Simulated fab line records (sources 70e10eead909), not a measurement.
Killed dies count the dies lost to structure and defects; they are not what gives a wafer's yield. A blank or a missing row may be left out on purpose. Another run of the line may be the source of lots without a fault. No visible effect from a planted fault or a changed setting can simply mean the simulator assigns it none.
A lot that was struck, set against a sound lot / flow nandHarc / 14 steps out of a route of 1302
Sound: the wafers L815.1, L815.5, L815.6. Wafers struck: L809.1, L809.4, L809.5. The cause is named last.
Each step with rows lists, per side, the tool, then ch with its chambers, then its first start. Under that, the readings that differ: sound wafers / struck wafers / difference of the means / sigmas: that difference in standard deviations of wafers without a fault.
alike: same words and numbers on both sides, and readings whose means sit less than 2 such deviations apart. not compared: any withheld reading, any reading some wafer has no value for, any bound like >300 that may hide the same value, and any number with overlapping values for which the record gives no deviation.
Wherever a step has rows on one side only, a row that says differs or no value, or a row with sigmas, the two part there. Numbers that have no deviation but don't overlap get no sigmas and don't part them. A reading missing from all wafers of one side parts the sides only when that side holds two or more wafers.

first, 3 steps without rows for these wafers: NHARC_THIN_TSV_EXPOSE_09 (exposes mask TSV); NHARC_THIN_TSV_PEB_10 (peb time 85 s); NHARC_THIN_TSV_DEVELOP_11 (time 70 s).
NHARC_THIN_TSV_CD_MEAS_12 targets a cd of 1000 nm.
  sound on cdSem-01 ch 0, day 31 06:34; struck on cdSem-02 ch 0, day 29 12:22
  alike: cdNm
then, 1 step without rows for these wafers: NHARC_THIN_TSV_HARDBAKE_13 (time 80 s).
NHARC_THIN_TSV_DESCUM_14: chemistry O2, time 3 s.
  sound on rieDiel-13 ch 0,3, day 31 06:44; struck on rieDiel-09 ch 1,2, day 29 12:32
  alike: drypumpMotorCurrentA, oesProductAu, rfVppV, showerheadPlenumPTorr, throttleValvePct
  not compared: rfHoursCounterH
then, 1 step without rows for these wafers: NHARC_THIN_TSV_ETCH_44 (etches the open film in CF4/O2, target depth 1594.2 nm, time 797.1 s).
NHARC_THIN_TSV_ETCH_15: target depth 3000 nm, bosch target overetch cycles 2, bosch etch step 2.8 s.
  sound on rieSi-03 ch 1,2, day 31 07:23; struck on rieSi-01 ch 1,2,3, day 29 13:19
  alike: drypumpMotorCurrentA, heBacksideLeakSccm
  not compared: rfHoursCounterH
NHARC_THIN_TSV_CD_MEAS_16:
  struck on cdSem-03, day 29 13:27; sound on cdSem-03, day 31 07:32
  alike: cdNm
NHARC_THIN_TSV_STRIP_45: strips in O2.
  sound on plasmaAsher-02 ch 0,1, day 31 07:37; struck on plasmaAsher-01 ch 0,1, day 29 13:35
  alike: drypumpMotorCurrentA, heaterPowerW
  not compared: rfHoursCounterH
then, 1 step without rows for these wafers: NHARC_THIN_TSV_STRIP_46 (strips in post etch residue remover, time 1200 s).
NHARC_THIN_TSV_DEP_47: deposits SiO2, target thk 200 nm.
  sound on pecvd-01 ch 0,1, day 31 08:28; struck on pecvd-03 ch 0,1,2, day 29 14:31
  alike: throttleValvePct
NHARC_THIN_TSV_ETCHBACK_48: etches the open film in C4F8/Ar, target depth 1028.5 nm, time 405.17 s.
  sound on rieDiel-09 ch 0,1,3, day 31 08:53; struck on rieDiel-13 ch 2,3, day 29 14:52
reading=runLengthS (s); sound=426.4 427.0 427.0; struck=335.4 336.2 335.9; difference=-91.0; sigmas=-99 or more
  alike: oesProductAu, rfVppV
  not compared: rfHoursCounterH
NHARC_THIN_TSV_STRIP_62: strips in N2/H2, time 20 s.
  sound on plasmaAsher-02 ch 0,1, day 31 09:11; struck on plasmaAsher-02 ch 0,1, day 29 15:18
  alike: drypumpMotorCurrentA, heaterPowerW
  not compared: rfHoursCounterH

== WHERE THEY PART ==
Only at NHARC_THIN_TSV_ETCHBACK_48, as far as this record shows. Later steps at which nothing parts them and some readings are alike: NHARC_THIN_TSV_STRIP_62.

WHY: what had been put in by the simulator
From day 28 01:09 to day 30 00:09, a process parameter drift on rieDiel-13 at NHARC_THIN_TSV_ETCHBACK_48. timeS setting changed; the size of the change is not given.
